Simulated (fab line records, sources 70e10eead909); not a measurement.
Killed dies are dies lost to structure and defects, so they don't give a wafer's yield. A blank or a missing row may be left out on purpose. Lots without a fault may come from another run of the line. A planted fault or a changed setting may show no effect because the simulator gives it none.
Problem report in the 8D (eight disciplines) form, filled by code | flow nand_harc | the parts of the form that need people (team, actions taken, sign-off) are left out

1. THE PROBLEM
chamber_pressure_mTorr at NHARC_A_BONDPAD_STRIP_15 reads a mean of 55.42 mTorr on 6 wafers of 2 lots; wafers without a fault read 60.00 mTorr with a standard deviation of 0.053. That is -86 standard deviations from the usual mean.
The step: strips in O2.
First seen on wafer L288.1, day 24 12:48, on rie_diel-06. The record holds 36 wafers of 12 lots with a number at this step. Rule for "out", or "out of limits": more than 4 standard deviations from the usual mean. The other wafers with a number count as sound.

2. WHAT IT IS AND WHAT IT IS NOT
question                    | is                     | is not
which readings at this step | chamber_pressure_mTorr | drypump_motor_current_A, oes_product_au, rf_vpp_V, showerhead_plenum_p_Torr, throttle_valve_pct
which lots                  | L288, L289             | L284, L285, L286, L297, L298, L299, L301, L303, L305, L307
which wafers of those lots  | all that have a number | -
read on which tools         | rie_diel-06            | rie_diel-07
when                        | from day 24 12:48      | up to then (9 sound wafers); but 21 sound wafers of L297, L298, L299, L301, L303, L305, L307 came after

3. SUSPECTS, AND WHAT RULES EACH OUT
Counting: a tool at a process step up to the reading stays a suspect if it ran every lot that is out and no sound lot after the first of them.
- cmp-02 at NHARC_A_BONDPAD_CMP_29 (polishes SiCN, target thk 200 nm): ruled out as a lasting fault. Sound lots L299, L301 ran on it after its first lot that is out, L288 (day 24 11:22).
- rie_diel-06 at NHARC_A_BONDPAD_STRIP_15 (strips in O2): ruled out as a lasting fault. Sound lots L298, L299, L301, L303, L307 ran on it after its first lot that is out, L288 (day 24 12:48).
Left after counting: nothing in the record.

4. THE CAUSE (what the simulator had put in)
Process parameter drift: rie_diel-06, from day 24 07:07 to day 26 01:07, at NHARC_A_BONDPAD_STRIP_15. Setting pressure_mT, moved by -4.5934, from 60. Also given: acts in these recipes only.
Counting ruled it out, wrongly.

5. THE CHAIN OF EFFECTS, in route order
Each row: a reading whose mean over the struck wafers that have a number lies more than 3 standard deviations from the usual. Only readings for which the record gives a usual standard deviation are gone through. hours: the time from each lot's start at the first step in this table that gives one to its start at this step, as a median over the lots. sigmas: the change in usual standard deviations.
hours | step                     | reading                | usual       | on struck wafers | change | sigmas
0     | NHARC_A_BONDPAD_STRIP_15 | chamber_pressure_mTorr | 60.00 mTorr | 55.42            | -4.58  | -86
The process steps in it:
- NHARC_A_BONDPAD_STRIP_15: strips in O2.

6. WHAT WOULD HAVE CAUGHT IT SOONER
In this record the first reading out of limits was taken at day 24 12:48, 6 hours after the fault began at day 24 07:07.
